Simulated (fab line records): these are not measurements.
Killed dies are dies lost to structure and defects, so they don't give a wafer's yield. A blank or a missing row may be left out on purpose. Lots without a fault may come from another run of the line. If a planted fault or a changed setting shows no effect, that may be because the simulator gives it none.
Matching of chambers / flow nand harc / 4 sister chambers for NHARC_P_BONDPAD_DESCUM_11 on rie diel-11
The step chemistry O2, time 3 s. 22 wafers are shown with their chamber, then 11 later ones without.

== EACH WAFER AND ITS CHAMBER ==
wafer=L075.3; chamber=1; drypump motor current A (A)=4.7; oes product au (a.u.)=0.993; rf vpp V (V)=58.4
wafer=L075.4; chamber=3; drypump motor current A (A)=5.7; oes product au (a.u.)=0.996; rf vpp V (V)=59.6
wafer=L075.6; chamber=1; drypump motor current A (A)=4.7; oes product au (a.u.)=0.991; rf vpp V (V)=59.5
wafer=L078.1; chamber=3; drypump motor current A (A)=5.6; oes product au (a.u.)=0.999; rf vpp V (V)=58.2
wafer=L078.2; chamber=2; drypump motor current A (A)=6.1; oes product au (a.u.)=1.000; rf vpp V (V)=59.3
wafer=L078.3; chamber=0; drypump motor current A (A)=5.5; oes product au (a.u.)=1.002; rf vpp V (V)=57.8
wafer=L079.2; chamber=0; drypump motor current A (A)=5.5; oes product au (a.u.)=1.009; rf vpp V (V)=58.6
wafer=L079.4; chamber=3; drypump motor current A (A)=5.7; oes product au (a.u.)=0.998; rf vpp V (V)=59.9
wafer=L079.5; chamber=0; drypump motor current A (A)=5.5; oes product au (a.u.)=1.001; rf vpp V (V)=57.8
wafer=L080.1; chamber=2; drypump motor current A (A)=6.1; oes product au (a.u.)=1.002; rf vpp V (V)=58.3
wafer=L080.2; chamber=1; drypump motor current A (A)=4.7; oes product au (a.u.)=0.988; rf vpp V (V)=57.4
wafer=L080.5; chamber=3; drypump motor current A (A)=5.7; oes product au (a.u.)=1.005; rf vpp V (V)=59.1
wafer=L081.1; chamber=2; drypump motor current A (A)=6.1; oes product au (a.u.)=1.000; rf vpp V (V)=58.4
wafer=L081.4; chamber=3; drypump motor current A (A)=5.6; oes product au (a.u.)=1.001; rf vpp V (V)=58.2
wafer=L081.5; chamber=0; drypump motor current A (A)=5.5; oes product au (a.u.)=1.002; rf vpp V (V)=58.0
wafer=L083.2; chamber=2; drypump motor current A (A)=6.1; oes product au (a.u.)=1.003; rf vpp V (V)=59.0
wafer=L083.5; chamber=1; drypump motor current A (A)=4.7; oes product au (a.u.)=0.998; rf vpp V (V)=58.5
wafer=L083.6; chamber=2; drypump motor current A (A)=6.1; oes product au (a.u.)=0.999; rf vpp V (V)=58.0
wafer=L087.2; chamber=2; drypump motor current A (A)=6.1; oes product au (a.u.)=1.007; rf vpp V (V)=57.7
wafer=L087.3; chamber=3; drypump motor current A (A)=5.6; oes product au (a.u.)=1.022; rf vpp V (V)=58.5
wafer=L087.5; chamber=2; drypump motor current A (A)=6.1; oes product au (a.u.)=1.002; rf vpp V (V)=57.7
wafer=L088.1; chamber=0; drypump motor current A (A)=5.5; oes product au (a.u.)=0.997; rf vpp V (V)=58.6

SIGNATURES (averages over the wafers above)
reading=drypump motor current A; chamber 0=5.500; chamber 1=4.700; chamber 2=6.100; chamber 3=5.650; scatter within a chamber=0.0289
reading=oes product au; chamber 0=1.00220; chamber 1=0.99250; chamber 2=1.00186; chamber 3=1.00350; scatter within a chamber=0.00591
reading=rf vpp V; chamber 0=58.160; chamber 1=58.450; chamber 2=58.343; chamber 3=58.917; scatter within a chamber=0.66
Rule: a wafer's distance from a chamber is the root of the sum, over the readings, of the square of ((its reading less the chamber's mean) divided by the reading's scatter). If the next closest chamber is less than 2 further off than the closest, the wafer can't be placed; otherwise it belongs to the closest. The scatter: take each reading less its chamber's mean, square it, sum over the shown wafers, divide by the number of wafers less the number of chambers, and take the root.

== WAFERS WITHOUT THEIR CHAMBER ==
wafer=L088.2; drypump motor current A (A)=6.1; oes product au (a.u.)=1.008; rf vpp V (V)=58.1
wafer=L088.4; drypump motor current A (A)=5.7; oes product au (a.u.)=1.023; rf vpp V (V)=59.6
wafer=L090.2; drypump motor current A (A)=5.7; oes product au (a.u.)=1.017; rf vpp V (V)=58.4
wafer=L090.3; drypump motor current A (A)=6.1; oes product au (a.u.)=1.000; rf vpp V (V)=57.9
wafer=L090.6; drypump motor current A (A)=6.1; oes product au (a.u.)=0.994; rf vpp V (V)=58.7
wafer=L091.1; drypump motor current A (A)=5.7; oes product au (a.u.)=1.023; rf vpp V (V)=59.7
wafer=L091.4; drypump motor current A (A)=4.7; oes product au (a.u.)=0.987; rf vpp V (V)=56.4
wafer=L091.5; drypump motor current A (A)=5.7; oes product au (a.u.)=1.012; rf vpp V (V)=57.5
wafer=L097.2; drypump motor current A (A)=5.7; oes product au (a.u.)=1.017; rf vpp V (V)=57.9
wafer=L097.3; drypump motor current A (A)=6.1; oes product au (a.u.)=1.005; rf vpp V (V)=58.2
wafer=L097.4; drypump motor current A (A)=5.5; oes product au (a.u.)=1.000; rf vpp V (V)=59.6

== THE CHAMBER EACH PASSED THROUGH ==
wafer=L088.2; from the rows above=2; in truth=2
wafer=L088.4; from the rows above=3; in truth=3
wafer=L090.2; from the rows above=3; in truth=3
wafer=L090.3; from the rows above=2; in truth=2
wafer=L090.6; from the rows above=2; in truth=2
wafer=L091.1; from the rows above=3; in truth=3
wafer=L091.4; from the rows above=1; in truth=1
wafer=L091.5; from the rows above=3; in truth=3
wafer=L097.2; from the rows above=3; in truth=3
wafer=L097.3; from the rows above=2; in truth=2
wafer=L097.4; from the rows above=0; in truth=0
Placed correctly: 11 of 11. Left unplaced by these rows: 0. Number placed wrongly: 0.
